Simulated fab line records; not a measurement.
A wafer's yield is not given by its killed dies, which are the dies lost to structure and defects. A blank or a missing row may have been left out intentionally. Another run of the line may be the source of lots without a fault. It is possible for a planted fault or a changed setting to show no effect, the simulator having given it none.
Matching of chambers || flow nand_harc || NHARC_A_M0_STRIP_18 on rie_diel-13: 4 sister chambers
The step strips in N2/H2. 8 wafers are shown with their chamber, then 9 later ones without.

## WAFERS, EACH WITH ITS CHAMBER
{"wafer": "L483.4", "chamber": 1, "drypump_motor_current_A (A)": 5.8, "oes_product_au (a.u.)": 1.016}
{"wafer": "L482.4", "chamber": 0, "drypump_motor_current_A (A)": 6.0, "oes_product_au (a.u.)": 1.010}
{"wafer": "L482.5", "chamber": 1, "drypump_motor_current_A (A)": 5.8, "oes_product_au (a.u.)": 0.998}
{"wafer": "L485.2", "chamber": 3, "drypump_motor_current_A (A)": 5.1, "oes_product_au (a.u.)": 0.998}
{"wafer": "L485.6", "chamber": 3, "drypump_motor_current_A (A)": 5.1, "oes_product_au (a.u.)": 0.996}
{"wafer": "L486.2", "chamber": 0, "drypump_motor_current_A (A)": 5.9, "oes_product_au (a.u.)": 1.004}
{"wafer": "L486.4", "chamber": 2, "drypump_motor_current_A (A)": 6.3, "oes_product_au (a.u.)": 0.993}
{"wafer": "L486.5", "chamber": 2, "drypump_motor_current_A (A)": 6.3, "oes_product_au (a.u.)": 0.991}

## WAFERS MISSING THEIR CHAMBER
{"wafer": "L488.2", "drypump_motor_current_A (A)": 6.3, "oes_product_au (a.u.)": 1.000}
{"wafer": "L488.3", "drypump_motor_current_A (A)": 5.9, "oes_product_au (a.u.)": 1.006}
{"wafer": "L488.4", "drypump_motor_current_A (A)": 5.1, "oes_product_au (a.u.)": 1.010}
{"wafer": "L498.1", "drypump_motor_current_A (A)": 5.9, "oes_product_au (a.u.)": 0.992}
{"wafer": "L498.4", "drypump_motor_current_A (A)": 6.3, "oes_product_au (a.u.)": 1.000}
{"wafer": "L498.5", "drypump_motor_current_A (A)": 5.8, "oes_product_au (a.u.)": 1.005}
{"wafer": "L499.3", "drypump_motor_current_A (A)": 5.9, "oes_product_au (a.u.)": 1.000}
{"wafer": "L499.4", "drypump_motor_current_A (A)": 5.1, "oes_product_au (a.u.)": 0.992}
{"wafer": "L499.5", "drypump_motor_current_A (A)": 6.3, "oes_product_au (a.u.)": 0.989}

## WHICH CHAMBER EACH WENT THROUGH
{"wafer": "L488.2", "from the rows above": 2, "in truth": 2}
{"wafer": "L488.3", "from the rows above": "can't be placed: 0 or 1", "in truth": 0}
{"wafer": "L488.4", "from the rows above": 3, "in truth": 3}
{"wafer": "L498.1", "from the rows above": "can't be placed: 0 or 1", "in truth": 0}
{"wafer": "L498.4", "from the rows above": 2, "in truth": 2}
{"wafer": "L498.5", "from the rows above": 1, "in truth": 1}
{"wafer": "L499.3", "from the rows above": "can't be placed: 0 or 1", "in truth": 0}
{"wafer": "L499.4", "from the rows above": 3, "in truth": 3}
{"wafer": "L499.5", "from the rows above": 2, "in truth": 2}
6 of 9 placed correctly. Can't be placed from these rows: 3 (the true chamber is among the candidates in 3). 0 placed wrongly.
How it was worked out, from the rows above alone: a wafer's distance from a chamber is the root of the sum, over the readings, of the square of ((its reading less the chamber's mean) divided by the reading's scatter). The wafer belongs to the nearest chamber; if the next one is less than 2 further off, it can't be placed. Each chamber's mean is taken over the wafers shown for it. The scatter: take each reading less its chamber's mean, square it, sum over the shown wafers, divide by the number of wafers less the number of chambers, and take the root.
